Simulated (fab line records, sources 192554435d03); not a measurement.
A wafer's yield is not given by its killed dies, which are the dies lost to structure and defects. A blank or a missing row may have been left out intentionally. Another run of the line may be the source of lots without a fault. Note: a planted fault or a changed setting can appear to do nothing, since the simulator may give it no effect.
fab line records    flow n5_finfet    part 2 of 2: steps 24 to 29 of 29
record: lots: 5  wafers: 15  last_day: 16
route steps=1938 shown BEOL_M6@1256 BEOL_M7@1263
lots untouched by any fault: they come from a run of this same line in which no faults occurred
start_h: start of the lot's first displayed wafer, in hours after the record's first day    wait_h: how many hours have passed since the lot's step before this one    " the same as in the row above    L1.1+2: a single row standing in for several wafers    - either no value or no given start    * or withheld: withheld    < > ~ a bound
route shown NAME@n: NAME is a module with steps in the file, n the number in the route of the first one    usual: mean/standard deviation taken from wafers without a fault    same: alike in all rows    chamber/n: place in a boat    sites: the reading at each site    _std_site: how widely they spread, as a standard deviation    _edge_site: the outer-site mean with the inner-site mean subtracted    radius_mm: how far each site lies from the wafer's centre    mask NAME#n: copy n    behind: the last tool/chamber to shape the wafer    hold: what put the lot on hold/how long, in hours/how the hold closed    device: whichever transistor did not switch (one of n, p or np)    end of line: the tests these same wafers got at the end of their route    a step given without rows: its recipe and nothing more    killed: the dies lost at the first sort to structure and to defects; this is not the yield of the wafer    map: a wafer's dies, marking killed ones x, the rest . and places with no die _
set.NAME: the setting as run; set.NAME@STEP: as run at that earlier step    model.NAME: the simulator's own value behind a step, which no gauge read
certain route steps with their lots: each step a table, each wafer a row
services: the hour from which a tool's chamber was out of use, counted from the record's first day as start_h (under 0 if before that day), plus the number of hours and why
== steps ==
step: N5_BEOL_M7_DESCUM_16
recipe: chemistry: O2  time_s: 7.9  source_power_w: 50  bias_power_w: 20  pressure_mtorr: 20  rf_frequency_hz: 2.712e+07  temp_c: 40  resist: CAR-ArF  o2_flow_sccm: 225
usual: drypump_motor_current_A: 5.7/0.46  oes_product_au: 0.79/0.066  rf_vpp_V: 243.5/1.6  showerhead_plenum_p_Torr: 2.10/0.084  throttle_valve_pct: 20.44/0.18
lot.wafer  tool         chamber  start_h  wait_h  drypump_motor_current_A  oes_product_au  rf_hours_counter_h  rf_vpp_V  showerhead_plenum_p_Torr  throttle_valve_pct
L075.3     rie_diel-05  3        201.52   0.0     5.3                      0.69            237                 242.6     2.06                      20.31
L075.4     "            0        "        "       6.3                      0.86            55                  243.4     2.04                      20.65
L075.6     "            3        "        "       5.3                      0.69            -                   243.0     2.06                      20.32
L077.1     rie_diel-04  2        215.81   0.0     4.8                      0.73            191                 244.2     2.16                      20.20
L077.2     "            0        "        "       6.2                      0.74            186                 243.0     2.09                      20.39
L077.4     "            3        "        "       6.0                      0.74            169                 242.6     1.99                      20.35
L079.2     rie_diel-05  2        230.00   0.0     5.5                      0.83            84                  246.0     2.21                      20.39
L079.4     "            3        "        "       5.3                      0.69            246                 243.3     2.06                      20.35
L079.6     "            1        "        "       5.3                      0.85            -                   245.0     2.21                      20.23
L089.3     rie_diel-03  2        288.80   0.0     6.2                      0.80            102                 243.2     2.10                      20.22
L089.5     "            0        "        "       5.4                      0.73            -                   244.7     2.08                      20.57
L089.6     "            3        "        "       6.0                      0.87            -                   246.9     2.22                      20.50
L094.4     rie_diel-03  3        319.89   0.5     6.1                      0.87            -                   245.0     2.21                      20.54
L094.5     "            1        "        "       6.0                      0.71            -                   242.6     1.98                      20.50
L094.6     "            0        "        "       5.4                      0.73            -                   241.9     2.07                      20.60
step: N5_BEOL_M7_ETCH_61
recipe: chemistry: CF4  target: SiARC  target_depth_a: 455  mask_material: CAR-ArF  time_s: 75.8  ion_energy_ev: 80  pressure_mtorr: 40  source_w: 545  bias_w: 36  Ar_flow_sccm: 100  cf4_flow_sccm: 100  ends: cleared
usual: drypump_motor_current_A: 5.7/0.46  etch_rf_on_time_s: 75.1/1.3  oes_product_au: 0.68/0.059  rf_vpp_V: 184.3/1.2  showerhead_plenum_p_Torr: 2.15/0.082  throttle_valve_pct: 15.63/0.17
lot.wafer  tool         chamber  start_h  wait_h  drypump_motor_current_A  etch_rf_on_time_s  oes_product_au  rf_hours_counter_h  rf_vpp_V  showerhead_plenum_p_Torr  throttle_valve_pct
L075.3     rie_diel-05  3        201.55   0.0     5.3                      75.9               0.59            237                 184.7     2.12                      15.64
L075.4     "            0        "        "       6.3                      73.7               0.74            55                  184.1     2.09                      15.76
L075.6     "            3        "        "       5.3                      75.7               0.60            -                   183.5     2.12                      15.63
L077.1     rie_diel-04  2        215.84   0.0     4.8                      75.2               0.62            191                 186.3     2.21                      15.49
L077.2     "            0        "        "       6.3                      77.2               0.63            186                 186.1     2.13                      15.58
L077.4     "            3        "        "       6.0                      74.2               0.64            169                 182.9     2.05                      15.61
L079.2     rie_diel-05  2        230.04   0.0     5.5                      75.2               0.72            84                  185.4     2.24                      15.45
L079.4     "            3        "        "       5.3                      76.8               0.59            246                 182.8     2.12                      15.64
L079.6     "            1        "        "       5.4                      72.5               0.75            -                   186.8     2.26                      15.39
L089.3     rie_diel-03  2        288.83   0.0     6.2                      75.7               0.69            102                 185.1     2.16                      15.49
L089.5     "            0        "        "       5.4                      75.9               0.63            -                   184.6     2.13                      15.86
L089.6     "            3        "        "       6.1                      74.7               0.75            -                   185.0     2.27                      15.70
L094.4     rie_diel-03  3        319.93   0.0     6.0                      74.7               0.74            -                   185.2     2.27                      15.72
L094.5     "            1        "        "       6.0                      76.6               0.60            -                   182.9     2.03                      15.71
L094.6     "            0        "        "       5.4                      76.2               0.61            -                   184.3     2.13                      15.89
step: N5_BEOL_M7_ETCH_62
recipe: chemistry: N2/H2  target: SOC  target_depth_a: 1100  overetch_a: 220  mask_material: SiARC  temp_c: 40  time_s: 165  ion_energy_ev: 200  pressure_mtorr: 30  source_w: 840  bias_w: 150  n2_flow_sccm: 200  h2_flow_sccm: 200
usual: drypump_motor_current_A: 5.7/0.46  h2_flow_sccm: 199.9/0.6  oes_product_au: 0.67/0.054  rf_vpp_V: 524.3/2.9  showerhead_plenum_p_Torr: 2.56/0.1  throttle_valve_pct: 17.87/0.2
lot.wafer  tool         chamber  start_h  wait_h  drypump_motor_current_A  h2_flow_sccm  oes_product_au  rf_hours_counter_h  rf_vpp_V  showerhead_plenum_p_Torr  throttle_valve_pct
L075.3     rie_diel-05  3        201.61   0.0     5.3                      199.5         0.59            237                 522.1     2.50                      17.76
L075.4     "            0        "        "       6.3                      200.3         0.72            55                  522.7     2.48                      18.11
L075.6     "            3        "        "       5.3                      200.0         0.59            -                   523.6     2.50                      17.76
L077.1     rie_diel-04  2        215.90   0.0     4.8                      199.1         0.61            191                 526.8     2.63                      17.67
L077.2     "            0        "        "       6.3                      200.2         0.62            186                 522.7     2.53                      17.74
L077.4     "            3        "        "       6.0                      199.8         0.62            169                 521.8     2.43                      17.81
L079.2     rie_diel-05  2        230.09   0.0     5.4                      201.2         0.71            84                  527.5     2.68                      17.85
L079.4     "            3        "        "       5.3                      199.4         0.59            246                 522.9     2.50                      17.78
L079.6     "            1        "        "       5.3                      199.9         0.72            -                   528.5     2.69                      17.61
L089.3     rie_diel-03  2        288.89   0.0     6.2                      199.9         0.68            102                 523.0     2.56                      17.63
L089.5     "            0        "        "       5.4                      199.1         0.62            -                   522.8     2.53                      17.96
L089.6     "            3        "        "       6.1                      200.6         0.74            -                   528.8     2.70                      18.02
L094.4     rie_diel-03  3        320.03   0.1     6.1                      200.4         0.73            -                   528.7     2.69                      18.05
L094.5     "            1        "        "       6.0                      200.0         0.60            -                   520.0     2.39                      17.87
L094.6     "            0        "        "       5.4                      199.5         0.62            -                   523.8     2.52                      18.00
step: N5_BEOL_M7_STRIP_68
recipe: chemistry: N2/H2  temp_c: 40  n2_flow_sccm: 200  h2_flow_sccm: 200  rf_frequency_hz: 6e+07
lot.wafer   tool         chamber  start_h  wait_h
L075.3+4+6  rie_diel-05  3,0,3    201.75   0.1
L077.1+2+4  rie_diel-04  2,0,3    216.04   0.1
L079.2+4+6  rie_diel-05  2,3,1    230.23   0.1
L089.3+5+6  rie_diel-03  2,0,3    289.03   0.1
L094.4+5+6  rie_diel-03  3,1,0    320.10   0.0
step: N5_BEOL_M7_STRIP_67
recipe: chemistry: CF4  resist: SiARC  power_w: 300  bias_power_w: 75  pressure_mtorr: 50  cf4_flow_sccm: 150  rf_frequency_hz: 6e+07
usual: drypump_motor_current_A: 5.7/0.46  oes_product_au: 0.79/0.064  power_w: 300.1/0.93  rf_vpp_V: 271.4/1.7  showerhead_plenum_p_Torr: 1.80/0.067  throttle_valve_pct: 13.61/0.16
lot.wafer  tool         chamber  start_h  wait_h  drypump_motor_current_A  oes_product_au  power_w  rf_hours_counter_h  rf_vpp_V  showerhead_plenum_p_Torr  throttle_valve_pct
L075.3     rie_diel-05  3        201.76   0.0     5.3                      0.70            300.2    237                 271.1     1.77                      13.65
L075.4     "            0        "        "       6.3                      0.84            300.3    55                  270.5     1.75                      13.68
L075.6     "            3        "        "       5.3                      0.70            300.6    -                   272.5     1.77                      13.64
L077.1     rie_diel-04  2        216.05   0.0     4.7                      0.72            299.4    191                 271.1     1.86                      13.52
L077.2     "            0        "        "       6.3                      0.74            300.2    186                 270.5     1.78                      13.59
L077.4     "            3        "        "       6.0                      0.74            301.3    169                 268.2     1.73                      13.64
L079.2     rie_diel-05  2        230.24   0.0     5.4                      0.84            298.2    84                  273.3     1.88                      13.43
L079.4     "            3        "        "       5.3                      0.69            299.9    246                 271.0     1.77                      13.66
L079.6     "            1        "        "       5.3                      0.85            297.0    -                   273.7     1.89                      13.34
L089.3     rie_diel-03  2        289.04   0.0     6.2                      0.81            301.8    102                 271.3     1.82                      13.47
L089.5     "            0        "        "       5.4                      0.75            300.5    -                   270.1     1.79                      13.84
L089.6     "            3        "        "       6.1                      0.87            300.8    -                   273.1     1.90                      13.62
L094.4     rie_diel-03  3        320.12   0.0     6.1                      0.86            300.4    -                   272.4     1.89                      13.65
L094.5     "            1        "        "       6.0                      0.70            301.4    -                   269.5     1.70                      13.73
L094.6     "            0        "        "       5.4                      0.73            299.5    -                   271.4     1.78                      13.85
step: N5_BEOL_M7_HM_OPEN_17
recipe: chemistry: Cl2/BCl3  target_depth_a: 200  overetch_a: 60  target: TiN  mask_material: SOC  ion_energy_ev: 150  pressure_mtorr: 10  icp_w: 1000  bias_w: 126  Cl2_flow_sccm: 53.25  bcl3_flow_sccm: 21.75  Ar_flow_sccm: 25
usual: bcl3_flow_sccm: 21.76/0.066  drypump_motor_current_A: 5.8/0.45  oes_product_au: 0.64/0.065  throttle_valve_pct: 21.92/0.14
lot.wafer  tool          chamber  start_h  wait_h  bcl3_flow_sccm  drypump_motor_current_A  oes_product_au  rf_hours_counter_h  throttle_valve_pct
L075.3     rie_metal-01  1        201.83   0.1     21.73           6.6                      0.66            -                   21.68
L075.4     "             0        "        "       21.74           6.0                      0.59            -                   21.90
L075.6     "             1        "        "       21.75           6.5                      0.66            -                   21.67
L077.1     rie_metal-02  1        216.09   0.0     21.80           6.0                      0.63            62                  21.94
L077.2     "             0        "        "       21.83           5.2                      0.78            8                   21.84
L077.4     "             0        "        "       21.77           5.2                      0.78            -                   21.84
L079.2     rie_metal-02  1        230.28   0.0     21.78           6.0                      0.62            63                  21.98
L079.4     "             0        "        "       21.58           5.2                      0.77            -                   21.84
L079.6     "             0        "        "       21.57           5.2                      0.76            -                   21.85
L089.3     rie_metal-02  0        289.11   0.1     21.69           5.2                      0.74            -                   21.86
L089.5     "             0        "        "       21.69           5.2                      0.73            -                   21.87
L089.6     "             1        "        "       21.81           6.0                      0.61            -                   21.99
L094.4     rie_metal-02  1        320.18   0.1     21.83           6.0                      0.60            -                   22.02
L094.5     "             0        "        "       21.76           5.3                      0.72            -                   21.86
L094.6     "             1        "        "       21.92           6.0                      0.61            -                   22.00
== services ==
tool             chamber  start_h  hours  kind
arfi_scanner-01  -        174.97   1.0    pm
arfi_scanner-01  -        178.99   5.3    repair
arfi_scanner-03  -        190.18   1.0    pm
rie_diel-04      3        193.36   5.3    repair
cmp-04           -        194.47   1.4    repair
arfi_scanner-03  -        197.98   1.0    pm
uv_cure-02       -        200.93   1.8    repair
arfi_scanner-01  -        202.79   1.8    repair
rie_metal-02     1        203.98   7.3    repair
arfi_scanner-01  -        209.37   0.8    pm
rie_diel-04      3        210.71   1.6    repair
cmp-04           -        220.43   0.9    repair
cmp-04           -        223.47   4.0    pm
pecvd-02         -        227.83   0.8    repair
arfi_scanner-01  -        233.70   0.4    repair
arfi_scanner-03  -        233.80   0.8    pm
arfi_scanner-03  -        235.73   1.3    pm
pecvd-04         2        239.49   10.0   repair
rie_diel-05      1        245.40   1.7    repair
arfi_scanner-01  -        251.08   0.4    repair
arfi_scanner-03  -        264.05   2.2    repair
rie_diel-04      2        270.32   2.7    repair
rie_diel-04      2        293.38   3.7    repair
pecvd-01         0        308.57   10.3   repair
